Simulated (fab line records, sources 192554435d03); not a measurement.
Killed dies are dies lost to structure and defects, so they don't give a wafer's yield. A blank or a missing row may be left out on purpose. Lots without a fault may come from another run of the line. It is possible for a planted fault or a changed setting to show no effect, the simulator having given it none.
One fault through the eyes of 3 desks + flow n5_finfet + each desk has only its own numbers; what lay behind them comes last

FROM THE METROLOGY DESK
Means of the sampled wafers that have a number, per lot and without regard to the tool the lot ran on: this is what the gauges read. A lot is out of limits, marked OUT, if its mean lies more than 4 standard deviations from the usual mean; the brackets give that distance.
Columns: A = cd_nm at N5_BEOL_M6_CD_MEAS_18, usual 40.0 nm; B = cd_nm at N5_BEOL_M6_CD_MEAS_28, usual 39.97 nm; C = V5_OVL at N5_BEOL_M6_OVL_MEAS_29, usual 0.3 nm
| lot  | first seen here | A    | B     | C    |
|------|-----------------|------|-------|------|
| L308 | day 10 09:50    | 40.0 | 39.78 | 0.1  |
| L318 | day 12 16:26    | 39.9 | 39.92 | 0.2  |
| L319 | day 13 16:01    | 39.9 | 39.95 | -0.1 |
| L321 | day 13 17:26    | 39.5 | 40.12 | 0.4  |
| L328 | day 16 23:08    | 40.3 | 39.90 | 0.1  |
| L331 | day 16 23:20    | 40.0 | 39.83 | 0.0  |
This desk's verdict: no lot among the 6 shows anything out of limits.

AT THE TOOL OWNER'S DESK: litho_track-05
The tool's own readings at N5_BEOL_M6_COAT_22 (resist thk 30 nm): means of the sampled wafers that have a number, for each lot that ran on this tool. A lot is out of limits, marked OUT, if its mean lies more than 4 standard deviations from the usual mean; the brackets give that distance.
Columns: A = resist_line_temp_C at N5_BEOL_M6_COAT_22, usual 23.04 C; B = spin_speed_rpm at N5_BEOL_M6_COAT_22, usual 1499.9 rpm
| lot  | first seen here | A     | B                |
|------|-----------------|-------|------------------|
| L318 | day 12 17:23    | 23.02 | 1441.0 (-54) OUT |
| L319 | day 13 16:04    | 22.94 | 1440.9 (-54) OUT |
| L328 | day 17 01:24    | 23.14 | 1500.6           |
Finding of this desk: L318, L319 out of limits; the first was L318 at day 12 17:23, on spin_speed_rpm at N5_BEOL_M6_COAT_22. In limits: L328.

THE DEFECT DESK
Per lot, the means of the sampled wafers with a number show what the inspections along the route counted. A lot is out of limits, marked OUT, if its mean lies more than 4 standard deviations from the usual mean; the brackets give that distance.
Columns: A = raw_defect_count at N5_BEOL_M6_INSPECT_13, usual 413; B = raw_defect_count at N5_BEOL_M6_INSPECT_30, usual 417
| lot  | first seen here | A   | B   |
|------|-----------------|-----|-----|
| L308 | day 10 09:21    | 268 | 267 |
| L318 | day 12 15:49    | 402 | 376 |
| L319 | day 13 15:31    | 332 | 332 |
| L321 | day 13 16:57    | 558 | 531 |
| L328 | day 16 22:38    | 438 | 446 |
| L331 | day 16 22:50    | 339 | 353 |
This desk's verdict: no lot among the 6 shows anything out of limits.

PUT TOGETHER
At day 12 17:23, on L318, L319, the tool owner's desk was in a position to raise an alarm.
At the metrology desk, nothing out of limits was observed.
Nothing the defect desk looked at was out of limits.
The metrology desk has L318, L319 on record, within its limits.
The defect desk has L318, L319 on record, within its limits.
N5_BEOL_M6_COAT_22 was run on litho_track-05 by each of the lots named.

WHAT THE SIMULATOR HAD INSERTED
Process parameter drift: litho_track-05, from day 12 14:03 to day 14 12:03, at N5_BEOL_M6_COAT_22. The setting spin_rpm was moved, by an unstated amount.
Lots struck among those shown: L318, L319.
Time in hours from fault onset to the first out-of-limits reading at each desk: the tool owner's desk, 3.
